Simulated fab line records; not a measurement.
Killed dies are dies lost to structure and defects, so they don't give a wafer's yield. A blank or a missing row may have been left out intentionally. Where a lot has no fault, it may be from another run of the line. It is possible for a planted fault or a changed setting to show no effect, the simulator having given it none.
A single fault, viewed from 2 desks || flow nand_harc || each desk holds nothing but its own numbers, with what lay behind them at the end

== FROM THE METROLOGY DESK ==
Means of the sampled wafers that have a number, per lot and without regard to the tool the lot ran on: this is what the gauges read. The brackets show how far a lot's mean lies from the usual mean; more than 4 standard deviations puts the lot out of limits, marked OUT.
Columns: A = overlay_x_nm at NHARC_P_STI_OVL_MEAS_10, usual 0 nm; B = overlay_y_nm at NHARC_P_STI_OVL_MEAS_10, usual 1 nm; C = trench_depth_nm at NHARC_P_STI_OCD_MEAS_17, usual 301 nm; D = trench_foot_cd_nm at NHARC_P_STI_OCD_MEAS_17, usual 158.2 nm
{"lot": "L365", "first seen here": "day 3 14:29", "A": -4, "B": 7, "C": 300, "D": 156.1}
{"lot": "L366", "first seen here": "day 4 00:38", "A": -4, "B": 2, "C": 299, "D": 158.2}
{"lot": "L367", "first seen here": "day 4 12:17", "A": -5, "B": -6, "C": 302, "D": 160.9}
{"lot": "L368", "first seen here": "day 5 00:58", "A": -7, "B": -5, "C": 301, "D": 162.7}
{"lot": "L369", "first seen here": "day 5 10:16", "A": 13, "B": 5, "C": 297, "D": 160.4}
{"lot": "L372", "first seen here": "day 6 14:38", "A": -12, "B": -10, "C": 298, "D": 161.2}
{"lot": "L373", "first seen here": "day 7 02:50", "A": -6, "B": 5, "C": 302, "D": 156.6}
{"lot": "L376", "first seen here": "day 8 04:53", "A": -5, "B": 2, "C": 301, "D": 154.1}
{"lot": "L378", "first seen here": "day 9 01:34", "A": 1, "B": -2, "C": 297, "D": 163.3}
{"lot": "L383", "first seen here": "day 11 03:01", "A": 1, "B": -2, "C": 299, "D": 155.5}
{"lot": "L385", "first seen here": "day 11 22:48", "A": 0, "B": 1, "C": 301, "D": 152.9}
{"lot": "L386", "first seen here": "day 12 09:56", "A": 2, "B": 2, "C": 303, "D": 158.6}
This desk's finding: nothing out of limits on any of the 12 lots.

== THE TOOL OWNER'S DESK: rie_diel-05 ==
The tool's own readings at NHARC_P_STI_ETCH_42 (etches the open film in N2/H2, target depth 80 nm, overetch 24 nm, time 61 s): means of the sampled wafers that have a number, for each lot that ran on this tool. The brackets show how far a lot's mean lies from the usual mean; more than 4 standard deviations puts the lot out of limits, marked OUT.
Columns: A = drypump_motor_current_A at NHARC_P_STI_ETCH_42, usual 5.7 A; B = oes_product_au at NHARC_P_STI_ETCH_42, usual 0.998 a.u.; C = rf_vpp_V at NHARC_P_STI_ETCH_42, usual 430.2 V; D = run_length_s at NHARC_P_STI_ETCH_42, usual 82.3 s; E = showerhead_plenum_p_Torr at NHARC_P_STI_ETCH_42, usual 2.03 Torr; F = throttle_valve_pct at NHARC_P_STI_ETCH_42, usual 14.171 %
{"lot": "L365", "first seen here": "day 3 14:45", "A": 5.7, "B": 0.998, "C": 429.1, "D": 82.1, "E": 2.01, "F": 14.179}
{"lot": "L366", "first seen here": "day 4 00:54", "A": 5.8, "B": 0.993, "C": 428.6, "D": 82.0, "E": 1.98, "F": 14.163}
{"lot": "L369", "first seen here": "day 5 10:32", "A": 5.8, "B": 1.002, "C": 429.8, "D": 81.9, "E": 2.01, "F": 14.170}
{"lot": "L373", "first seen here": "day 7 03:05", "A": 5.4, "B": 1.006, "C": 429.6, "D": 82.6, "E": 2.00, "F": 14.169}
{"lot": "L376", "first seen here": "day 8 05:10", "A": 5.5, "B": 0.987, "C": 429.7, "D": "76.3 (-12) OUT", "E": 2.01, "F": 14.176}
{"lot": "L378", "first seen here": "day 9 01:49", "A": 5.7, "B": 0.999, "C": 430.2, "D": "76.6 (-11) OUT", "E": 2.01, "F": 14.169}
{"lot": "L386", "first seen here": "day 12 10:13", "A": 5.1, "B": 0.997, "C": 430.5, "D": 82.0, "E": 2.03, "F": 14.183}
This desk's finding: out of limits on L376, L378; first on L376, day 8 05:10 (run_length_s at NHARC_P_STI_ETCH_42). In limits: L365, L366, L369, L373, L386.

== BROUGHT TOGETHER ==
The tool owner's desk could have raised an alarm at day 8 05:10, on L376, L378.
The metrology desk saw nothing out of limits.
The metrology desk has L376, L378 on record, within its limits.
On rie_diel-05, each named lot ran NHARC_P_STI_ETCH_42.

== WHAT THE SIMULATOR PUT IN ==
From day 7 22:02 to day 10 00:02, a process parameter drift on rie_diel-05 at NHARC_P_STI_ETCH_42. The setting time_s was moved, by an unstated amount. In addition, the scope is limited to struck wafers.
Lots struck among those shown: L376, L378.
Time in hours from fault onset to the first out-of-limits reading at each desk: the tool owner's desk, 7.
